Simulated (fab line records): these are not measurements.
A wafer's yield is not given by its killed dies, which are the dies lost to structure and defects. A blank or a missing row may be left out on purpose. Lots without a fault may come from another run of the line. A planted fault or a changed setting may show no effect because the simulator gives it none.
fab line records + flow n5Finfet
record
- lots=7
- wafers=39
route steps=1938 shown FIN_SAQP@143 FIN_CUT@169 DUMMY_GATE@246 HKMG_FIN@413
startH: start of the lot's first displayed wafer, in hours after the record's first day + waitH: hours elapsed since this lot's preceding step + " as in the row above + L1.1+2: one row covering several wafers at once + - value missing, or start not given + * or withheld: withheld + < > ~ a bound
route shown NAME@n: names a module that has steps shown in the file, with the first one's number in the route + usual: mean/standard deviation taken from wafers without a fault + same: alike in all rows + chamber/n: place in a boat + sites: per-site readings + _std_site: standard deviation across them + _edge_site: inner sites' mean taken away from outer sites' mean + radiusMm: how far each site lies from the wafer's centre + mask NAME#n: copy n + behind: the last tool/chamber to shape the wafer + hold: why the lot went on hold/how many hours it stayed there/how the hold came to an end + device: the n, p or np transistor that did not switch + end of line: the tests these same wafers got at the end of their route + where a step has no rows: the recipe by itself + killed: not the wafer's yield, but the dies lost to structure and defects at the first sort + map: a wafer's dies, marking killed ones x, the rest . and places with no die _
set.NAME: the setting the step ran with; set.NAME@STEP: the setting that earlier step ran with + model.NAME: the simulator's own value behind a step, which no gauge read
lots where settings were altered on purpose, with a table for each step and a row for each wafer
## steps
# step N5_FIN_SAQP_ETCH_34
# recipe
- chemistry=C4F6/O2
- target=SiO2
- targetDepthA=450
- timeS=15
- ionEnergyEv=250
- pressureMtorr=30
- sourceW=345
- biasW=185
- Ar_flow_sccm=300
- C4F6_flow_sccm=10
- O2_flow_sccm=10
- ends=cleared
# usual
- etchRfOnTimeS=14.97/0.25
- rfVppV=668/7.4
| lot.wafer | tool       | chamber | startH | waitH | set.sourceW | etchRfOnTimeS | rfVppV |
|-----------|------------|---------|--------|-------|-------------|---------------|--------|
| L075.1    | rieDiel-03 | 3       | 33.35  | 0.0   | 303.2       | 15.86         | 718    |
| L075.2    | "          | 2       | "      | "     | 303.2       | 15.78         | 714    |
| L075.3    | "          | 0       | "      | "     | 345         | 14.88         | 667    |
| L075.4    | "          | 1       | "      | "     | 345         | 15.14         | 667    |
| L075.5    | "          | 0       | "      | "     | 345         | 14.78         | 669    |
| L075.6    | "          | 1       | "      | "     | 303.2       | 15.89         | 711    |
| L077.1    | rieDiel-03 | 2       | 44.24  | 0.0   | 373         | 14.53         | 643    |
| L077.2    | "          | 3       | "      | "     | 345         | 15.27         | 672    |
| L077.3    | "          | 1       | "      | "     | 345         | 15.33         | 667    |
| L077.4    | "          | 0       | "      | "     | 373         | 14.55         | 642    |
| L077.5    | "          | 1       | "      | "     | 373         | 14.74         | 640    |
| L077.6    | "          | 0       | "      | "     | 345         | 14.96         | 669    |
| L082.1    | rieDiel-03 | 1       | 73.79  | 0.0   | 345         | 15.13         | 664    |
| L082.2    | "          | 0       | "      | "     | 397.7       | 13.97         | 622    |
| L082.3    | "          | 2       | "      | "     | 345         | 15.06         | 668    |
| L082.4    | "          | 3       | "      | "     | 345         | 15.12         | 672    |
| L082.5    | "          | 1       | "      | "     | 397.7       | 14.36         | 618    |
| L082.6    | "          | 2       | "      | "     | 397.7       | 14.37         | 622    |
| L086.1    | rieDiel-03 | 1       | 99.88  | 0.0   | 345         | 15.17         | 665    |
| L086.2    | "          | 3       | "      | "     | 345         | 15.11         | 671    |
| L086.3    | "          | 2       | "      | "     | 291.8       | 16.08         | 729    |
| L086.4    | "          | 0       | "      | "     | 291.8       | 15.73         | 726    |
| L086.5    | "          | 0       | "      | "     | 345         | 14.78         | 670    |
| L086.6    | "          | 1       | "      | "     | 291.8       | 16.18         | 726    |
| L092.2    | rieDiel-06 | 1       | 133.81 | 0.0   | 345         | 15.13         | 678    |
| L092.4    | "          | 0       | "      | "     | 345         | 14.88         | 652    |
| L092.5    | "          | 1       | "      | "     | 345         | 15.01         | 679    |
| L093.1    | rieDiel-03 | 3       | 140.76 | 0.0   | 345         | 14.79         | 671    |
| L093.2    | "          | 0       | "      | "     | 345         | 14.70         | 670    |
| L093.3    | "          | 1       | "      | "     | 410.2       | 14.19         | 609    |
| L093.4    | "          | 0       | "      | "     | 410.2       | 13.74         | 611    |
| L093.5    | "          | 1       | "      | "     | 345         | 15.13         | 666    |
| L093.6    | "          | 3       | "      | "     | 410.2       | 13.94         | 614    |
| L096.1    | rieDiel-01 | 0       | 158.50 | 0.0   | 345         | 14.94         | 668    |
| L096.2    | "          | 3       | "      | "     | 345         | 14.66         | 676    |
| L096.3    | "          | 2       | "      | "     | 345         | 15.66         | 660    |
| L096.4    | "          | 2       | "      | "     | 345         | 15.44         | 657    |
| L096.5    | "          | 0       | "      | "     | 345         | 14.95         | 668    |
| L096.6    | "          | 3       | "      | "     | 345         | 14.74         | 675    |
# step N5_FIN_CUT_ETCH_21
# recipe
- chemistry=N2/H2
- target=SOC
- targetDepthA=2190
- overetchA=438
- maskMaterial=SiARC
- tempC=40
- ionEnergyEv=100
- biasW=61
- timeS=523.5
- pressureMtorr=30
- sourceW=850
- n2FlowSccm=200
- h2FlowSccm=200
| lot.wafer | tool       | chamber | startH | waitH | set.timeS | model.etch.depthNm | model.SiARC_of_FIN_CUT_COAT_19.thkNm |
|-----------|------------|---------|--------|-------|-----------|--------------------|--------------------------------------|
| L075.1    | rieDiel-02 | 1       | 34.46  | 0.0   | 422.3     | 212.4              | 13.4                                 |
| L075.2    | "          | 3       | "      | "     | 523.5     | 230.4              | 12.2                                 |
| L075.3    | "          | 2       | "      | "     | 523.5     | 231                | 11.8                                 |
| L075.4    | "          | 0       | "      | "     | 422.3     | 208.7              | 13.6                                 |
| L075.5    | "          | 3       | "      | "     | 523.5     | 231.4              | 12                                   |
| L075.6    | "          | 0       | "      | "     | 422.3     | 205.9              | 13.6                                 |
| L077.1    | rieDiel-02 | 2       | 45.33  | 0.0   | 523.5     | 230.6              | 11.8                                 |
| L077.2    | "          | 0       | "      | "     | 446.2     | 222.6              | 13.2                                 |
| L077.3    | "          | 1       | "      | "     | 523.5     | 230.4              | 11.8                                 |
| L077.4    | "          | 3       | "      | "     | 523.5     | 230.7              | 12                                   |
| L077.5    | "          | 1       | "      | "     | 446.2     | 225.6              | 13                                   |
| L077.6    | "          | 0       | "      | "     | 446.2     | 222.4              | 13.2                                 |
| L082.1    | rieDiel-04 | 3       | 74.77  | 0.0   | 563.4     | 230.2              | 11.2                                 |
| L082.2    | "          | 0       | "      | "     | 523.5     | 229.8              | 12                                   |
| L082.3    | "          | 2       | "      | "     | 563.4     | 230.5              | 11.4                                 |
| L082.4    | "          | 0       | "      | "     | 523.5     | 229.6              | 12                                   |
| L082.5    | "          | 2       | "      | "     | 523.5     | 230.1              | 11.8                                 |
| L082.6    | "          | 3       | "      | "     | 563.4     | 230                | 11.2                                 |
| L086.1    | rieDiel-02 | 1       | 100.99 | 0.0   | 640.3     | 229.6              | 10                                   |
| L086.2    | "          | 3       | "      | "     | 640.3     | 228.9              | 10.2                                 |
| L086.3    | "          | 0       | "      | "     | 523.5     | 230.4              | 12                                   |
| L086.4    | "          | 2       | "      | "     | 640.3     | 230.4              | 10                                   |
| L086.5    | "          | 2       | "      | "     | 523.5     | 230.3              | 11.8                                 |
| L086.6    | "          | 3       | "      | "     | 523.5     | 229.5              | 12                                   |
| L092.2    | rieDiel-04 | 1       | 134.92 | 0.0   | 523.5     | 229.9              | 12.2                                 |
| L092.4    | "          | 3       | "      | "     | 523.5     | 230.1              | 11.8                                 |
| L092.5    | "          | 3       | "      | "     | 523.5     | 229.8              | 12                                   |
| L093.1    | rieDiel-02 | 2       | 142.44 | 0.0   | 523.5     | 230.9              | 12                                   |
| L093.2    | "          | 1       | "      | "     | 409.3     | 205.7              | 13.8                                 |
| L093.3    | "          | 0       | "      | "     | 409.3     | 201.5              | 13.8                                 |
| L093.4    | "          | 3       | "      | "     | 523.5     | 230.3              | 12                                   |
| L093.5    | "          | 2       | "      | "     | 523.5     | 231.1              | 12                                   |
| L093.6    | "          | 3       | "      | "     | 409.3     | 203.3              | 13.8                                 |
| L096.1    | rieDiel-05 | 0       | 159.64 | 0.0   | 523.5     | 230.4              | 11.8                                 |
| L096.2    | "          | 3       | "      | "     | 523.5     | 230.6              | 11.8                                 |
| L096.3    | "          | 1       | "      | "     | 523.5     | 230.8              | 12.2                                 |
| L096.4    | "          | 2       | "      | "     | 523.5     | 230.7              | 12.2                                 |
| L096.5    | "          | 3       | "      | "     | 523.5     | 230.7              | 11.8                                 |
| L096.6    | "          | 0       | "      | "     | 523.5     | 230.9              | 11.8                                 |
# step N5_FIN_CUT_CUT_ETCH_15
# recipe
- chemistry=HBr/Cl2/O2
- target=Si
- targetDepthA=1000
- btTimeS=10
- maskMaterial=SOC
- timeS=42.4
- ionEnergyEv=*
- biasW=*
- pressureMtorr=10
- icpW=800
- HBr_flow_sccm=150
- Cl2_flow_sccm=80
- O2_flow_sccm=12
| lot.wafer | tool     | chamber | startH | waitH | set.targetDepthA | model.FIN_CUT.featureDepthNm | model.etch.depthNm | model.SOC_of_FIN_CUT_COAT_18.thkNm |
|-----------|----------|---------|--------|-------|------------------|------------------------------|--------------------|------------------------------------|
| L075.1    | rieSi-04 | 0       | 35.25  | 0.1   | 1000             | 100.8                        | 100.8              | 170.8                              |
| L075.2    | "        | 2       | "      | "     | 921.9            | 91.6                         | 91.55              | 174.2                              |
| L075.3    | "        | 1       | "      | "     | 921.9            | 93.8                         | 93.88              | 173.4                              |
| L075.4    | "        | 3       | "      | "     | 921.9            | 93                           | 92.95              | 173.4                              |
| L075.5    | "        | 0       | "      | "     | 1000             | 100                          | 100                | 171.6                              |
| L075.6    | "        | 3       | "      | "     | 1000             | 101                          | 101.1              | 171                                |
| L077.1    | rieSi-04 | 0       | 45.87  | 0.1   | 1000             | 100                          | 100                | 170.4                              |
| L077.2    | "        | 3       | "      | "     | 1000             | 100.2                        | 100.3              | 170.2                              |
| L077.3    | "        | 2       | "      | "     | 1000             | 98.6                         | 98.58              | 170.8                              |
| L077.4    | "        | 1       | "      | "     | 1000             | 101.8                        | 101.7              | 170.4                              |
| L077.5    | "        | 2       | "      | "     | 1000             | 98.6                         | 98.59              | 170.8                              |
| L077.6    | "        | 1       | "      | "     | 1000             | 101                          | 101                | 169.8                              |
| L082.1    | rieSi-05 | 3       | 75.31  | 0.1   | 1000             | 101.8                        | 101.7              | 169.8                              |
| L082.2    | "        | 0       | "      | "     | 1099             | 111                          | 110.9              | 166                                |
| L082.3    | "        | 1       | "      | "     | 1000             | 99.2                         | 99.17              | 171                                |
| L082.4    | "        | 2       | "      | "     | 1099             | 108.4                        | 108.4              | 166.8                              |
| L082.5    | "        | 1       | "      | "     | 1000             | 98.6                         | 98.54              | 170.8                              |
| L082.6    | "        | 2       | "      | "     | 1099             | 109                          | 109                | 166.8                              |
| L086.1    | rieSi-04 | 3       | 101.53 | 0.1   | 1000             | 101.6                        | 101.7              | 168.8                              |
| L086.2    | "        | 0       | "      | "     | 1000             | 100.6                        | 100.5              | 169                                |
| L086.3    | "        | 2       | "      | "     | 1000             | 99.4                         | 99.41              | 170.8                              |
| L086.4    | "        | 1       | "      | "     | 1000             | 102.2                        | 102.2              | 169.8                              |
| L086.5    | "        | 1       | "      | "     | 1000             | 101.8                        | 101.9              | 169.6                              |
| L086.6    | "        | 2       | "      | "     | 1000             | 99.8                         | 99.87              | 170                                |
| L092.2    | rieSi-04 | 0       | 135.46 | 0.1   | 1000             | 99.6                         | 99.69              | 169.8                              |
| L092.4    | "        | 3       | "      | "     | 1000             | 100.4                        | 100.3              | 169.8                              |
| L092.5    | "        | 3       | "      | "     | 1000             | 100.4                        | 100.4              | 169.4                              |
| L093.1    | rieSi-06 | 1       | 142.98 | 0.1   | 1000             | 98                           | 98.04              | 171.6                              |
| L093.2    | "        | 0       | "      | "     | 1000             | 101.6                        | 101.6              | 169.8                              |
| L093.3    | "        | 2       | "      | "     | 1000             | 98.8                         | 98.72              | 170.8                              |
| L093.4    | "        | 3       | "      | "     | 1000             | 99.4                         | 99.35              | 170.8                              |
| L093.5    | "        | 0       | "      | "     | 1000             | 100.6                        | 100.7              | 171                                |
| L093.6    | "        | 3       | "      | "     | 1000             | 98.4                         | 98.38              | 171                                |
| L096.1    | rieSi-04 | 2       | 160.18 | 0.1   | 1000             | 98.4                         | 98.45              | 171                                |
| L096.2    | "        | 0       | "      | "     | 1000             | 100                          | 100                | 170                                |
| L096.3    | "        | 3       | "      | "     | 1000             | 101.4                        | 101.3              | 170.8                              |
| L096.4    | "        | 1       | "      | "     | 1000             | 103                          | 103.1              | 170.2                              |
| L096.5    | "        | 0       | "      | "     | 1000             | 101.4                        | 101.4              | 170                                |
| L096.6    | "        | 1       | "      | "     | 1000             | 103.6                        | 103.6              | 169.6                              |
# step N5_DUMMY_GATE_ETCH_32
# recipe
- chemistry=CF4
- target=SiO2
- targetDepthA=35
- timeS=3.9
- ionEnergyEv=350
- pressureMtorr=10
- icpW=800
- biasW=400
- cf4FlowSccm=80
| lot.wafer | tool     | chamber | startH | waitH | set.timeS | model.etch.depthNm |
|-----------|----------|---------|--------|-------|-----------|--------------------|
| L075.1    | rieSi-04 | 1       | 54.38  | 0.1   | 3.9       | 3.617              |
| L075.2    | "        | 2       | "      | "     | 3.9       | 3.442              |
| L075.3    | "        | 0       | "      | "     | 4.247     | 3.823              |
| L075.4    | "        | 3       | "      | "     | 3.9       | 3.486              |
| L075.5    | "        | 2       | "      | "     | 4.247     | 3.748              |
| L075.6    | "        | 3       | "      | "     | 4.247     | 3.785              |
| L077.1    | rieSi-05 | 2       | 65.48  | 0.1   | 3.368     | 2.952              |
| L077.2    | "        | 0       | "      | "     | 3.368     | 3.079              |
| L077.3    | "        | 3       | "      | "     | 3.9       | 3.602              |
| L077.4    | "        | 1       | "      | "     | 3.9       | 3.464              |
| L077.5    | "        | 0       | "      | "     | 3.9       | 3.599              |
| L077.6    | "        | 3       | "      | "     | 3.368     | 3.125              |
| L082.1    | rieSi-06 | 1       | 94.16  | 0.1   | 3.9       | 3.471              |
| L082.2    | "        | 3       | "      | "     | 4.524     | 3.96               |
| L082.3    | "        | 0       | "      | "     | 4.524     | 4.105              |
| L082.4    | "        | 2       | "      | "     | 3.9       | 3.444              |
| L082.5    | "        | 1       | "      | "     | 4.524     | 4.001              |
| L082.6    | "        | 2       | "      | "     | 3.9       | 3.437              |
| L086.1    | rieSi-04 | 0       | 120.93 | 0.1   | 3.28      | 2.923              |
| L086.2    | "        | 3       | "      | "     | 3.9       | 3.489              |
| L086.3    | "        | 1       | "      | "     | 3.9       | 3.515              |
| L086.4    | "        | 2       | "      | "     | 3.9       | 3.416              |
| L086.5    | "        | 3       | "      | "     | 3.28      | 2.911              |
| L086.6    | "        | 2       | "      | "     | 3.28      | 2.857              |
| L092.2    | rieSi-06 | 1       | 155.90 | 0.1   | 3.9       | 3.437              |
| L092.4    | "        | 3       | "      | "     | 3.9       | 3.403              |
| L092.5    | "        | 2       | "      | "     | 3.9       | 3.421              |
| L093.1    | rieSi-06 | 3       | 161.70 | 0.1   | 3.9       | 3.379              |
| L093.2    | "        | 0       | "      | "     | 4.394     | 3.967              |
| L093.3    | "        | 2       | "      | "     | 3.9       | 3.412              |
| L093.4    | "        | 1       | "      | "     | 4.394     | 3.861              |
| L093.5    | "        | 0       | "      | "     | 3.9       | 3.457              |
| L093.6    | "        | 1       | "      | "     | 4.394     | 3.839              |
| L096.1    | rieSi-04 | 1       | 179.37 | 0.1   | 4.445     | 4.112              |
| L096.2    | "        | 0       | "      | "     | 3.9       | 3.518              |
| L096.3    | "        | 2       | "      | "     | 4.445     | 3.905              |
| L096.4    | "        | 3       | "      | "     | 3.9       | 3.573              |
| L096.5    | "        | 3       | "      | "     | 3.9       | 3.574              |
| L096.6    | "        | 2       | "      | "     | 4.445     | 3.918              |
# step N5_HKMG_FIN_CVD_62
# recipe
- material=a-Si
- targetThkA=30
- tempC=500
- precursor=Si2H6
- pressureTorr=1
- timeS=20.8
| lot.wafer    | tool            | chamber | startH | waitH | set.tempC | model.a-Si_of_HKMG_FIN_CVD_62.thkNm |
|--------------|-----------------|---------|--------|-------|-----------|-------------------------------------|
| L075.1+3+6   | thermalCvdSi-01 | 2       | 82.53  | 0.2   | 500       | 2.8                                 |
| L075.2+4+5   | "               | 1       | "      | "     | 500       | 3                                   |
| L077.1       | thermalCvdSi-01 | 0       | 91.02  | 0.2   | 500       | 3.2                                 |
| L077.2+3+4+5 | "               | 2,1,0,1 | "      | "     | 500       | 3                                   |
| L077.6       | "               | 2       | "      | "     | 500       | 2.8                                 |
| L082.1       | thermalCvdSi-02 | 0       | 122.85 | 0.2   | 500       | 3                                   |
| L082.2+6     | "               | 1,0     | "      | "     | 516.9     | 4.8                                 |
| L082.3       | "               | 2       | "      | "     | 516.9     | 4.6                                 |
| L082.4+5     | "               | 1,2     | "      | "     | 500       | 2.8                                 |
| L086.1+5     | thermalCvdSi-02 | 0,2     | 146.86 | 0.2   | 484.7     | 1.8                                 |
| L086.2+3+6   | "               | 2,1,1   | "      | "     | 500       | 3                                   |
| L086.4       | "               | 0       | "      | "     | 484.7     | 2                                   |
| L092.2+5     | thermalCvdSi-02 | 2,1     | 184.35 | 0.2   | 500       | 3                                   |
| L092.4       | "               | 0       | "      | "     | 500       | 3.2                                 |
| L093.1       | thermalCvdSi-01 | 0       | 187.94 | 0.2   | 489.1     | 2.4                                 |
| L093.2       | "               | 1       | "      | "     | 500       | 3                                   |
| L093.3+4     | "               | 2       | "      | "     | 500       | 2.8                                 |
| L093.5+6     | "               | 1,0     | "      | "     | 489.1     | 2.2                                 |
| L096.1+6     | thermalCvdSi-02 | 1       | 206.84 | 0.2   | 477.7     | 1.6                                 |
| L096.2       | "               | 2       | "      | "     | 477.7     | 1.4                                 |
| L096.3+4     | "               | 0       | "      | "     | 500       | 3.2                                 |
| L096.5       | "               | 2       | "      | "     | 500       | 3                                   |
## key
split
- step=N5_FIN_SAQP_ETCH_34
- setting=sourceW
- stated=345
- by=wafer
response
- step=N5_FIN_SAQP_ETCH_34
- reading=etchRfOnTimeS
- change=*
- per=1%
- r=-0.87
response
- step=N5_FIN_SAQP_ETCH_34
- reading=rfVppV
- change=-3.37
- per=1%
- r=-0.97
split
- step=N5_FIN_CUT_ETCH_21
- setting=timeS
- stated=523.5
- by=wafer
response
- step=N5_FIN_CUT_ETCH_21
- reading=model.etch.depthNm
- shape=bent
- atLowest=203.5
- atStated=230.4
- atHighest=229.6
response
- step=N5_FIN_CUT_ETCH_21
- reading=model.SiARC_of_FIN_CUT_COAT_19.thkNm
- change=-0.0827
- per=1%
- r=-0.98
split
- step=N5_FIN_CUT_CUT_ETCH_15
- setting=targetDepthA
- stated=1000
- by=wafer
response
- step=N5_FIN_CUT_CUT_ETCH_15
- reading=model.FIN_CUT.featureDepthNm
- change=+0.981
- per=1%
- r=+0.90
response
- step=N5_FIN_CUT_CUT_ETCH_15
- reading=model.etch.depthNm
- change=+0.983
- per=1%
- r=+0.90
response
- step=N5_FIN_CUT_CUT_ETCH_15
- reading=model.SOC_of_FIN_CUT_COAT_18.thkNm
- change=-0.373
- per=1%
- r=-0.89
split
- step=N5_DUMMY_GATE_ETCH_32
- setting=timeS
- stated=3.9
- by=wafer
response
- step=N5_DUMMY_GATE_ETCH_32
- reading=model.etch.depthNm
- change=+0.0349
- per=1%
- r=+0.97
split
- step=N5_HKMG_FIN_CVD_62
- setting=tempC
- stated=500
- by=wafer
response
- step=N5_HKMG_FIN_CVD_62
- reading=model.a-Si_of_HKMG_FIN_CVD_62.thkNm
- change=+0.401
- per=1%
- r=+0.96
